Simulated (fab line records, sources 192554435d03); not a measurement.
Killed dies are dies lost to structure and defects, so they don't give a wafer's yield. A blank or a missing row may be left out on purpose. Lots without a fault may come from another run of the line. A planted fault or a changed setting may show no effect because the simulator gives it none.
Which tool did it? | flow n5_finfet | 12 lots, 34 wafers sampled, at 2 steps of a route of 1938

WHAT THE GAUGES READ, wafer by wafer
N5_BEOL_M10_INSPECT_58: inspects for defects (darkfield). Usual: raw_defect_count 69, standard deviation 25.
lot  | measured     | on                | raw_defect_count | flag
L534 | day 9 23:22  | defect_inspect-01 | 93 77 64         |
L533 | day 10 14:54 | defect_inspect-01 | 54 45 86         |
L535 | day 10 16:48 | defect_inspect-02 | 85 65 76         |
L538 | day 11 03:21 | defect_inspect-01 | 98 127           |
L537 | day 11 04:12 | defect_inspect-01 | 92 101 133       |
L543 | day 12 17:01 | defect_inspect-01 | 41 63            |
L548 | day 14 05:42 | defect_inspect-01 | 82 72 89         |
L553 | day 15 06:06 | defect_inspect-02 | 48 51 40         |
L551 | day 15 07:23 | defect_inspect-01 | 71 29 71         |
L554 | day 15 12:16 | defect_inspect-02 | 86 98 80         |
L555 | day 15 20:48 | defect_inspect-01 | 131 99 77        |
L556 | day 16 02:19 | defect_inspect-01 | 41 62 52         |

N5_BEOL_M11_CD_MEAS_28: target cd 70 nm. Usual: cd_nm 70.2 nm, standard deviation 0.97.
lot  | measured     | on        | cd_nm (nm)     | flag
L534 | day 10 03:48 | cd_sem-01 | 70.1 69.3 70.4 |
L533 | day 10 18:42 | cd_sem-01 | 69.7 70.4 70.6 |
L535 | day 10 20:58 | cd_sem-03 | 69.3 69.8 70.0 |
L538 | day 11 06:32 | cd_sem-01 | 70.2 69.6      |
L537 | day 11 08:32 | cd_sem-01 | 70.0 69.9 69.7 |
L543 | day 12 22:23 | cd_sem-01 | 70.0 69.5      |
L548 | day 14 10:40 | cd_sem-02 | 69.0 70.1 69.4 |
L553 | day 15 10:49 | cd_sem-02 | 70.1 69.0 69.6 |
L551 | day 15 11:19 | cd_sem-01 | 70.2 69.8 69.9 |
L554 | day 15 15:02 | cd_sem-01 | 69.6 69.6 70.1 |
L555 | day 15 23:44 | cd_sem-02 | 70.4 70.8 69.8 |
L556 | day 16 19:22 | cd_sem-03 | 72.0 69.9 70.6 |

WHICH TOOL RAN EACH LOT (tool, then ch and the chambers of the sampled wafers, then the start)
The record holds no process step before these readings.

WHAT THE TOOLS THEMSELVES READ (means of the sampled wafers that have a number; where no wafer has one, the mark that the record gives instead)
The record holds no such reading with a usual standard deviation.

THE ANSWER, worked out from the rows above alone
Rule: a lot is off if the mean of its wafers that have a number lies more than 3 standard deviations from the usual mean. A lot without any number at a reading at which 4 lots or more have one is off too. The other lots that the step has rows for count as sound. The gauges are gone through in route order, then the tools' own readings, and for those a lot's mean is taken as printed above. The first step at which some lot is off is used, and at that step the reading that is off furthest; a lot without a number counts as furthest.
No lot is off at any reading shown: from this, nothing can be told.

WHAT THE SIMULATOR HAD PUT IN
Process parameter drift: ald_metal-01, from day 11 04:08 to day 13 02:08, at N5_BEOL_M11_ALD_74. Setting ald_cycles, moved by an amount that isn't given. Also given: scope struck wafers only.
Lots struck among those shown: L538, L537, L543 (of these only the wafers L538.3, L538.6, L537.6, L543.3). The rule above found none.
